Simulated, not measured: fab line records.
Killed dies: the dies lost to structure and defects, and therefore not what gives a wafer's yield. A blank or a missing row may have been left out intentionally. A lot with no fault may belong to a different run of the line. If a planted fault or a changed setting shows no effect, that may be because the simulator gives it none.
fab line records + flow n5-finfet
[record]
- lots = 11
- wafers = 30
- last-day = 19
route steps=1938 shown BEOL_M4@1082 PASSIVATION@1936
lots untouched by any fault: they come from a run of this same line in which no faults occurred
start-h: hours from the record's first day to the start of the lot's first wafer shown + wait-h: time in hours since the lot's previous step + " same as the row above + L1.1+2: several wafers, shown together as one row + - no value, or no start was given + * or withheld: withheld + < > ~ a bound
route shown NAME@n: names a module that has steps shown in the file, with the first one's number in the route + usual: mean/standard deviation of fault-free wafers + same: alike in all rows + chamber/n: place in a boat + sites: per-site readings + _std_site: their standard deviation + _edge_site: inner sites' mean taken away from outer sites' mean + radius-mm: for every site, how far away it sits from the centre of the wafer + mask NAME#n: copy n + behind: the tool/chamber that last shaped the wafer + hold: why the lot went on hold/how many hours it stayed there/how the hold came to an end + device: the transistor (n, p or np) that didn't switch + end of line: the same wafers' tests at the end of the route + step lacking rows: just its recipe + killed: at the first sort, the dies lost to defects and structure; wafer yield is something else + map: a wafer's dies, marking killed ones x, the rest . and places with no die _
set.NAME: the run value of the setting; set.NAME@STEP: its run value at that earlier step + model.NAME: the simulator's own value behind a step, which no gauge read
route steps across a sampled set of lots; one table per step, one row per wafer
services: when a tool's chamber went out of use (start-h, in hours from the record's first day, below 0 if earlier), for how many hours, and the reason
[[steps]]
[step N5_BEOL_M4_SURFACE_TREAT_85]
[recipe]
- gas = Ar
- time-s = *
- ion-energy-ev = *
- ion-current-ma-cm2 = 0.5
- pressure-mtorr = *
- ar-flow-sccm = 30
[usual]
- throttle-valve-pct = *
| lot.wafer | tool           | chamber | start-h | wait-h | throttle-valve-pct |
|-----------|----------------|---------|---------|--------|--------------------|
| L529.4    | pvd-sputter-03 | -       | 198.78  | 0.4    | *                  |
| L529.5    | "              | -       | "       | "      | *                  |
| L529.6    | "              | -       | "       | "      | *                  |
| L530.1    | pvd-sputter-03 | -       | 203.57  | 0.1    | *                  |
| L530.3    | "              | -       | "       | "      | *                  |
| L530.6    | "              | -       | "       | "      | *                  |
| L532.1    | pvd-sputter-01 | -       | 203.83  | 0.2    | *                  |
| L532.3    | "              | -       | "       | "      | *                  |
| L532.4    | "              | -       | "       | "      | *                  |
| L533.3    | pvd-sputter-01 | -       | 209.29  | 0.3    | *                  |
| L533.4    | "              | -       | "       | "      | *                  |
| L533.5    | "              | -       | "       | "      | *                  |
| L537.1    | pvd-sputter-01 | -       | 248.57  | 0.2    | *                  |
| L537.4    | "              | -       | "       | "      | *                  |
| L537.6    | "              | -       | "       | "      | *                  |
| L539.1    | pvd-sputter-02 | -       | 255.43  | 0.2    | *                  |
| L539.2    | "              | -       | "       | "      | *                  |
| L539.3    | "              | -       | "       | "      | *                  |
| L545.2    | pvd-sputter-02 | -       | 293.41  | 0.2    | *                  |
| L545.4    | "              | -       | "       | "      | *                  |
| L545.6    | "              | -       | "       | "      | *                  |
| L547.2    | pvd-sputter-02 | -       | 311.77  | 0.3    | *                  |
| L547.5    | "              | -       | "       | "      | *                  |
| L549.1    | pvd-sputter-01 | -       | 314.72  | 0.1    | *                  |
| L549.3    | "              | -       | "       | "      | *                  |
| L549.5    | "              | -       | "       | "      | *                  |
| L548.1    | pvd-sputter-02 | -       | 314.80  | 0.1    | *                  |
| L548.4    | "              | -       | "       | "      | *                  |
| L550.4    | pvd-sputter-03 | -       | 336.81  | 0.2    | *                  |
| L550.5    | "              | -       | "       | "      | *                  |
[step N5_BEOL_M4_CVD_47]
[recipe]
- material = Co
- target-thk-a = 30
- temp-c = withheld
- precursor = CCTBA/H2
- pressure-torr = 30
- time-s = 223.8
[usual]
- run-length-s = 247.0/0.63
| lot.wafer | tool      | chamber | start-h | wait-h | run-length-s | since-wet-clean-h |
|-----------|-----------|---------|---------|--------|--------------|-------------------|
| L529.4    | cvd-co-02 | 0       | 199.24  | 0.4    | 248.0        | -                 |
| L529.5    | "         | 2       | "       | "      | 247.6        | -                 |
| L529.6    | "         | 1       | "       | "      | 246.3        | -                 |
| L530.1    | cvd-co-01 | 1       | 203.65  | 0.1    | 248.2        | 1182              |
| L530.3    | "         | 2       | "       | "      | 246.7        | 286               |
| L530.6    | "         | 1       | "       | "      | 247.1        | -                 |
| L532.1    | cvd-co-02 | 2       | 204.13  | 0.3    | 247.3        | 505               |
| L532.3    | "         | 0       | "       | "      | 247.3        | 964               |
| L532.4    | "         | 1       | "       | "      | 246.1        | -                 |
| L533.3    | cvd-co-01 | 1       | 209.35  | 0.0    | 248.1        | 1188              |
| L533.4    | "         | 1       | "       | "      | 247.5        | -                 |
| L533.5    | "         | 0       | "       | "      | 246.9        | -                 |
| L537.1    | cvd-co-01 | 0       | 248.87  | 0.3    | 329.6        | 790               |
| L537.4    | "         | 1       | "       | "      | 330.2        | -                 |
| L537.6    | "         | 0       | "       | "      | 329.5        | -                 |
| L539.1    | cvd-co-01 | 1       | 255.54  | 0.1    | 330.4        | 1234              |
| L539.2    | "         | 2       | "       | "      | 329.4        | 338               |
| L539.3    | "         | 0       | "       | "      | 330.1        | 797               |
| L545.2    | cvd-co-02 | 1       | 293.60  | 0.2    | 246.2        | 157               |
| L545.4    | "         | 2       | "       | "      | 248.3        | -                 |
| L545.6    | "         | 0       | "       | "      | 246.9        | -                 |
| L547.2    | cvd-co-01 | 0       | 312.00  | 0.2    | 246.9        | 853               |
| L547.5    | "         | 0       | "       | "      | 246.7        | -                 |
| L549.1    | cvd-co-01 | 1       | 314.78  | 0.0    | 247.5        | 1293              |
| L549.3    | "         | 0       | "       | "      | 246.3        | 856               |
| L549.5    | "         | 0       | "       | "      | 247.2        | -                 |
| L548.1    | cvd-co-01 | 2       | 314.92  | 0.1    | 246.6        | 397               |
| L548.4    | "         | 1       | "       | "      | 247.6        | -                 |
| L550.4    | cvd-co-01 | 2       | 336.97  | 0.1    | 246.5        | -                 |
| L550.5    | "         | 0       | "       | "      | 246.8        | -                 |
[step N5_BEOL_M4_SPUTTER_81]
[recipe]
- material = Cu
- target-thk-a = 45
- temp-c = -20
- chamber-pressure-pa = 0.07
- power-w = withheld
- time-s = 8.29
[usual]
- substrate-temp-c = -19.99/0.096
- throttle-valve-pct = 30.2/0.7
| lot.wafer | tool           | chamber | start-h | wait-h | substrate-temp-c | throttle-valve-pct |
|-----------|----------------|---------|---------|--------|------------------|--------------------|
| L529.4    | pvd-sputter-02 | -       | 200.58  | 0.1    | -20.05           | 30.5               |
| L529.5    | "              | -       | "       | "      | -20.05           | 30.7               |
| L529.6    | "              | -       | "       | "      | -19.93           | 30.1               |
| L530.1    | pvd-sputter-01 | -       | 204.40  | 0.1    | -19.96           | 29.3               |
| L530.3    | "              | -       | "       | "      | -20.10           | 30.1               |
| L530.6    | "              | -       | "       | "      | -20.03           | 30.7               |
| L532.1    | pvd-sputter-02 | -       | 205.27  | 0.1    | -20.09           | 31.9               |
| L532.3    | "              | -       | "       | "      | -20.12           | 30.0               |
| L532.4    | "              | -       | "       | "      | -19.96           | 30.5               |
| L533.3    | pvd-sputter-03 | -       | 210.06  | 0.1    | -20.04           | 30.3               |
| L533.4    | "              | -       | "       | "      | -20.06           | 29.9               |
| L533.5    | "              | -       | "       | "      | -20.07           | 30.0               |
| L537.1    | pvd-sputter-03 | -       | 250.35  | 0.1    | -19.96           | 29.7               |
| L537.4    | "              | -       | "       | "      | -19.88           | 30.6               |
| L537.6    | "              | -       | "       | "      | -20.06           | 30.2               |
| L539.1    | pvd-sputter-02 | -       | 256.14  | 0.1    | -19.95           | 31.6               |
| L539.2    | "              | -       | "       | "      | -20.06           | 30.1               |
| L539.3    | "              | -       | "       | "      | -19.91           | 30.6               |
| L545.2    | pvd-sputter-01 | -       | 294.25  | 0.1    | -20.17           | 30.9               |
| L545.4    | "              | -       | "       | "      | -20.15           | 29.2               |
| L545.6    | "              | -       | "       | "      | -19.96           | 29.2               |
| L547.2    | pvd-sputter-01 | -       | 312.65  | 0.1    | -19.93           | 31.0               |
| L547.5    | "              | -       | "       | "      | -19.93           | 31.0               |
| L549.1    | pvd-sputter-02 | -       | 315.40  | 0.1    | -20.08           | 29.8               |
| L549.3    | "              | -       | "       | "      | -19.80           | 31.6               |
| L549.5    | "              | -       | "       | "      | -19.95           | 31.5               |
| L548.1    | pvd-sputter-01 | -       | 315.62  | 0.1    | -20.05           | 28.9               |
| L548.4    | "              | -       | "       | "      | -20.03           | 30.9               |
| L550.4    | pvd-sputter-02 | -       | 337.58  | 0.1    | -19.92           | 31.2               |
| L550.5    | "              | -       | "       | "      | -19.98           | 31.8               |
[step N5_BEOL_M4_ANNEAL_82]
[recipe]
- temp-c = 400
- time-s = 240
- ambient = vacuum
[usual]
- heater-power-w = 830/92
- susceptor_temp_C_max = 400.9/0.41
| lot.wafer | tool           | chamber | start-h | wait-h | heater-power-w | susceptor_temp_C_max |
|-----------|----------------|---------|---------|--------|----------------|----------------------|
| L529.4    | pvd-sputter-02 | -       | 200.66  | 0.0    | 708            | 400.5                |
| L529.5    | "              | -       | "       | "      | 714            | 400.6                |
| L529.6    | "              | -       | "       | "      | 929            | 401.1                |
| L530.1    | pvd-sputter-01 | -       | 204.49  | 0.0    | 743            | 401.5                |
| L530.3    | "              | -       | "       | "      | 1036           | 401.0                |
| L530.6    | "              | -       | "       | "      | 860            | 401.4                |
| L532.1    | pvd-sputter-02 | -       | 205.35  | 0.0    | 832            | 401.3                |
| L532.3    | "              | -       | "       | "      | 718            | 400.6                |
| L532.4    | "              | -       | "       | "      | 690            | 400.3                |
| L533.3    | pvd-sputter-03 | -       | 210.14  | 0.0    | 819            | 400.8                |
| L533.4    | "              | -       | "       | "      | 802            | 400.1                |
| L533.5    | "              | -       | "       | "      | 813            | 400.9                |
| L537.1    | pvd-sputter-03 | -       | 250.43  | 0.0    | 797            | 400.6                |
| L537.4    | "              | -       | "       | "      | 804            | 400.6                |
| L537.6    | "              | -       | "       | "      | 819            | 400.6                |
| L539.1    | pvd-sputter-02 | -       | 256.22  | 0.0    | 865            | 401.9                |
| L539.2    | "              | -       | "       | "      | 965            | 400.9                |
| L539.3    | "              | -       | "       | "      | 717            | 401.1                |
| L545.2    | pvd-sputter-01 | -       | 294.34  | 0.0    | 906            | 401.7                |
| L545.4    | "              | -       | "       | "      | 777            | 401.1                |
| L545.6    | "              | -       | "       | "      | 759            | 400.7                |
| L547.2    | pvd-sputter-01 | -       | 312.74  | 0.0    | 810            | 400.8                |
| L547.5    | "              | -       | "       | "      | 807            | 401.2                |
| L549.1    | pvd-sputter-02 | -       | 315.48  | 0.0    | 719            | 400.6                |
| L549.3    | "              | -       | "       | "      | 866            | 401.0                |
| L549.5    | "              | -       | "       | "      | 861            | 401.4                |
| L548.1    | pvd-sputter-01 | -       | 315.71  | 0.0    | 754            | 401.1                |
| L548.4    | "              | -       | "       | "      | 895            | 400.8                |
| L550.4    | pvd-sputter-02 | -       | 337.66  | 0.0    | 868            | 401.3                |
| L550.5    | "              | -       | "       | "      | 855            | 401.0                |
[step N5_BEOL_M4_RC_MEAS_101]
[usual]
- DIBL_N = 36.5/2.2
- DIBL_P = 36.9/2.9
- IOFF_N = 0.17/0.044
- IOFF_P = 0.22/0.052
- ION_N = 671/16
- ION_P = 461/10
- SS_N = 71.6/0.73
- SS_P = 73.5/0.79
- VT_N = 250/4.1
- VT_P = -250/4.1
| lot.wafer | tool      | chamber | start-h | wait-h | DIBL_N[mV/V] | DIBL_P[mV/V] | IOFF_N[nA/um] | IOFF_P[nA/um] | ION_N[uA/um] | ION_P[uA/um] | SS_N[mV/dec] | SS_P[mV/dec] | VT_N[mV] | VT_P[mV] |
|-----------|-----------|---------|---------|--------|--------------|--------------|---------------|---------------|--------------|--------------|--------------|--------------|----------|----------|
| L529.4    | prober-01 | 0       | 203.46  | 0.5    | 34.2         | 34.5         | 0.11          | 0.18          | 655          | 451          | 71.1         | 72.1         | 258      | -254     |
| L529.5    | "         | 0       | "       | "      | 37.0         | 38.1         | 0.16          | 0.22          | 655          | 448          | 72.2         | 73.3         | 250      | -252     |
| L529.6    | "         | 0       | "       | "      | 35.7         | 37.1         | 0.13          | 0.21          | 668          | 463          | 71.2         | 72.9         | 252      | -251     |
| L530.1    | prober-01 | 0       | 207.00  | 0.0    | 37.2         | 35.2         | 0.16          | 0.19          | 653          | 439          | 72.2         | 72.8         | 253      | -253     |
| L530.3    | "         | 0       | "       | "      | 35.6         | 36.2         | 0.14          | 0.22          | 658          | 462          | 71.2         | 72.7         | 254      | -250     |
| L530.6    | "         | 0       | "       | "      | 36.1         | 35.9         | 0.15          | 0.22          | 670          | 457          | 71.4         | 73.2         | 253      | -251     |
| L532.1    | prober-02 | 0       | 207.74  | 0.0    | 36.2         | 37.7         | 0.19          | 0.27          | 680          | 476          | 71.6         | 73.3         | 245      | -245     |
| L532.3    | "         | 0       | "       | "      | 35.3         | 36.1         | 0.17          | 0.24          | 671          | 462          | 70.7         | 73.0         | 249      | -247     |
| L532.4    | "         | 0       | "       | "      | 36.0         | 37.1         | 0.16          | 0.24          | 668          | 467          | 71.7         | 74.0         | 251      | -249     |
| L533.3    | prober-01 | 0       | 213.08  | 0.3    | 37.5         | 38.7         | 0.20          | 0.24          | 692          | 466          | 72.0         | 74.6         | 246      | -251     |
| L533.4    | "         | 0       | "       | "      | 34.3         | 35.8         | 0.14          | 0.20          | 654          | 450          | 71.6         | 73.7         | 253      | -252     |
| L533.5    | "         | 0       | "       | "      | 36.0         | 36.9         | 0.16          | 0.20          | 671          | 457          | 72.1         | 73.9         | 251      | -249     |
| L537.1    | prober-02 | 0       | 252.78  | 0.0    | 36.4         | 37.6         | 0.18          | 0.21          | 671          | 452          | 71.5         | 73.4         | 247      | -252     |
| L537.4    | "         | 0       | "       | "      | 36.7         | 38.7         | 0.16          | 0.23          | 677          | 466          | 71.2         | 74.4         | 246      | -249     |
| L537.6    | "         | 0       | "       | "      | 37.2         | 40.4         | 0.22          | 0.25          | 709          | 475          | 71.3         | 73.4         | 243      | -247     |
| L539.1    | prober-02 | 0       | 258.56  | 0.0    | 33.5         | 34.2         | 0.13          | 0.19          | 665          | 461          | 71.0         | 72.3         | 251      | -248     |
| L539.2    | "         | 0       | "       | "      | 39.3         | 41.0         | 0.25          | 0.31          | 704          | 475          | 73.0         | 73.9         | 246      | -243     |
| L539.3    | "         | 0       | "       | "      | 37.1         | 38.5         | 0.20          | 0.26          | 674          | 464          | 72.0         | 73.7         | 246      | -246     |
| L545.2    | prober-01 | 0       | 297.22  | 0.2    | 32.5         | 32.7         | 0.11          | 0.14          | 658          | 455          | 69.8         | 71.9         | 252      | -255     |
| L545.4    | "         | 0       | "       | "      | 40.5         | 41.8         | 0.22          | 0.26          | 677          | 461          | 72.3         | 75.3         | 247      | -249     |
| L545.6    | "         | 0       | "       | "      | 35.3         | 35.7         | 0.14          | 0.18          | 657          | 453          | 70.3         | 73.5         | 251      | -253     |
| L547.2    | prober-02 | 0       | 315.73  | 0.2    | 35.1         | 34.2         | 0.16          | 0.24          | 682          | 478          | 71.1         | 72.9         | 251      | -243     |
| L547.5    | "         | 0       | "       | "      | 40.6         | 41.2         | 0.31          | 0.38          | 707          | 487          | 72.5         | 74.8         | 241      | -238     |
| L549.1    | prober-01 | 0       | 317.82  | 0.0    | 35.3         | 35.5         | 0.14          | 0.18          | 666          | 461          | 70.9         | 73.1         | 250      | -252     |
| L549.3    | "         | 0       | "       | "      | 38.1         | 38.7         | 0.18          | 0.23          | 674          | 463          | 71.7         | 74.3         | 247      | -249     |
| L549.5    | "         | 0       | "       | "      | 37.8         | 39.4         | 0.17          | 0.25          | 668          | 461          | 71.4         | 74.4         | 248      | -252     |
| L548.1    | prober-02 | 0       | 318.22  | 0.0    | 38.1         | 37.4         | 0.16          | 0.24          | 648          | 447          | 71.6         | 74.0         | 252      | -250     |
| L548.4    | "         | 0       | "       | "      | 36.0         | 34.1         | 0.12          | 0.16          | 654          | 448          | 71.5         | 72.8         | 256      | -254     |
| L550.4    | prober-01 | 0       | 340.80  | 0.5    | 40.2         | 42.9         | 0.23          | 0.29          | 669          | 456          | 72.3         | 74.7         | 248      | -247     |
| L550.5    | "         | 0       | "       | "      | 42.3         | 44.0         | 0.28          | 0.33          | 702          | 471          | 73.4         | 75.0         | 242      | -243     |
[step N5_PASSIVATION_PROBE_49]
[usual]
- defect-limited-yield = 91.3/1.4
- killed_at_M0_to_M3 = 36/10
- killed_at_M4_up = 13/5.4
- killed-at-contacts = 12/5.3
- killed-at-front-end = 39/10
- killed-at-other = 3.2/2.7
- killed-dies = 103/16
- killed-open = 68/13
- killed-short = 33/6.6
- sort_bin_4_leakage = 0.01/0.031
- sort_bin_5_function = 5.1/0.92
- sort_bin_6_memory = 3.3/0.68
- sort_bin_8_speed = 0.1/0.41
- sort-n-pass = 1077/17
- sort-yield-pct = 91.2/1.4
[same]
- gross-dies = 1180
- killed-at-back-side = 0
| lot.wafer | tool      | chamber | start-h | wait-h | defect-limited-yield[%] | killed_at_M0_to_M3 | killed_at_M4_up | killed-at-contacts | killed-at-front-end | killed-at-other | killed-dies | killed-open | killed-short | sort_bin_4_leakage[%] | sort_bin_5_function[%] | sort_bin_6_memory[%] | sort_bin_8_speed[%] | sort-n-pass | sort-yield-pct[%] |
|-----------|-----------|---------|---------|--------|-------------------------|--------------------|-----------------|--------------------|---------------------|-----------------|-------------|-------------|--------------|-----------------------|------------------------|----------------------|---------------------|-------------|-------------------|
| L533.3    | prober-01 | -       | 325.48  | 0.1    | 90.2                    | 53                 | 16              | 9                  | 37                  | 1               | 116         | 66          | 47           | 0                     | 6.1                    | 3.4                  | 0.1                 | 1064        | 90.2              |
| L533.4    | prober-01 | -       | 325.53  | 0.2    | 92.0                    | 47                 | 6               | 6                  | 30                  | 5               | 94          | 56          | 37           | 0                     | 4.6                    | 3.1                  | 0                   | 1086        | 92.0              |
| L533.5    | prober-01 | -       | 325.58  | 0.2    | 90.4                    | 51                 | 18              | 13                 | 23                  | 8               | 113         | 77          | 34           | 0                     | 5.8                    | 3.7                  | 0                   | 1067        | 90.4              |
| L539.2    | prober-01 | -       | 365.66  | 0.2    | 89.8                    | 36                 | 28              | 8                  | 36                  | 12              | 120         | 62          | 43           | 0                     | 6.4                    | 2.5                  | 0                   | 1060        | 89.8              |
| L547.2    | prober-01 | -       | 429.97  | 0.1    | 92.5                    | 23                 | 25              | 3                  | 37                  | 1               | 89          | 61          | 27           | 0                     | 4.8                    | 2.3                  | 0                   | 1091        | 92.5              |
| L547.5    | prober-01 | -       | 430.12  | 0.2    | 90.3                    | 39                 | 31              | 6                  | 36                  | 2               | 114         | 70          | 41           | 0                     | 5.2                    | 4.0                  | 0                   | 1066        | 90.3              |
// killed by level:class
L533.3 BEOL_M0_SAQP:geometric-particle:open=12 BEOL_M0_SAQP:geometric-particle:short=11 BEOL_M4:geometric-particle:open=8 ILD0:geometric-particle:short=7 MOL_CONTACT_COAG:geometric-particle:open=7 BEOL_M1:geometric-particle:open=7 FIN_SAQP:geometric-particle:open=6 GATE_CUT:geometric-particle:short=5
L533.4 BEOL_M1:geometric-particle:open=13 BEOL_M0_SAQP:geometric-particle:short=10 FIN_SAQP:geometric-particle:short=8 BEOL_M0_SAQP:geometric-particle:open=8 FIN_SAQP:geometric-particle:open=7 BEOL_M3:geometric-particle:open=7 GATE_CUT:geometric-particle:short=5 MOL_CONTACT_COAG:geometric-particle:open=5
L533.5 MOL_CONTACT_COAG:geometric-particle:open=10 BEOL_M0_SAQP:geometric-particle:open=9 BEOL_M3:geometric-particle:open=9 BEOL_M0_SAQP:geometric-particle:short=8 BEOL_M1:geometric-particle:open=8 FIN_SAQP:geometric-particle:open=6 BEOL_M4:geometric-particle:open=6 BEOL_M0:geometric-particle:short=5
L539.2 BEOL_M4:geometric-particle:open=16 HKMG_FIN:area-etch=12 BEOL_M0_SAQP:geometric-particle:short=11 BEOL_M2:geometric-particle:open=10 FIN_SAQP:geometric-particle:open=7 BEOL_M0_SAQP:geometric-particle:open=7 MOL_CONTACT_COAG:geometric-particle:short=6 BEOL_M4:geometric-particle:short=4
L547.2 BEOL_M4:geometric-particle:open=14 STI_FIN_REVEAL:geometric-particle:open=13 BEOL_M0_SAQP:geometric-particle:short=8 FIN_SAQP:geometric-particle:open=7 BEOL_M5:geometric-particle:open=5 DUMMY_GATE:geometric-particle:open=4 BEOL_M0_SAQP:geometric-particle:open=4 FIN_SAQP:geometric-particle:short=3
L547.5 BEOL_M2:geometric-particle:open=16 BEOL_M4:geometric-particle:open=16 FIN_SAQP:geometric-particle:open=8 FIN_SAQP:geometric-particle:short=8 BEOL_M0_SAQP:geometric-particle:open=8 MOL_CONTACT_COAG:geometric-particle:open=4 BEOL_M0_SAQP:geometric-particle:short=4 BEOL_M4:geometric-particle:short=4
[[services]]
| tool      | chamber | start-h | hours | kind           |
|-----------|---------|---------|-------|----------------|
| cvd-co-01 | -       | 180.76  | 4.3   | pm             |
| cvd-co-01 | -       | 274.33  | 0.4   | repair         |
| cvd-co-01 | -       | 295.95  | 2.8   | pm             |
| cvd-co-02 | 1       | 296.24  | 10.8  | repair         |
| cvd-co-01 | 1       | 333.42  | -     | clean          |
| cvd-co-01 | 1       | 333.42  | 22.0  | scheduled-down |
| cvd-co-01 | 1       | 333.42  | 22.0  | vent-cycle     |
[[key]]
[first-sign]
- step = N5_BEOL_M4_CVD_47
- reading = run-length-s
- direction = up
- sigmas = 99+
- usual = *
- struck = *
effect none on later readings
met-at N5_BEOL_M4_CVD_47
struck-lots L537,L539
[baseline-loss]
- step = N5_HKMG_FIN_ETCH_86
- wafers = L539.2
not-acting-at N5_BEOL_M4_SURFACE_TREAT_85,N5_BEOL_M4_SPUTTER_81,N5_BEOL_M4_ANNEAL_82
onset-between 209.35 248.87
[fault]
- kind = process-parameter-drift
- tool = cvd-co-01
- chamber = -
- onset-h = 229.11
- steps = N5_BEOL_M4_CVD_47
- channel = time-s
- offset = *
- shape = step
- end-h = 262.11
- acts-in = *
- stated = *
// baseline-loss: these wafers lose ten dies or more at that step, a loss of the line's own and not of a fault; the sort's usual values leave them out
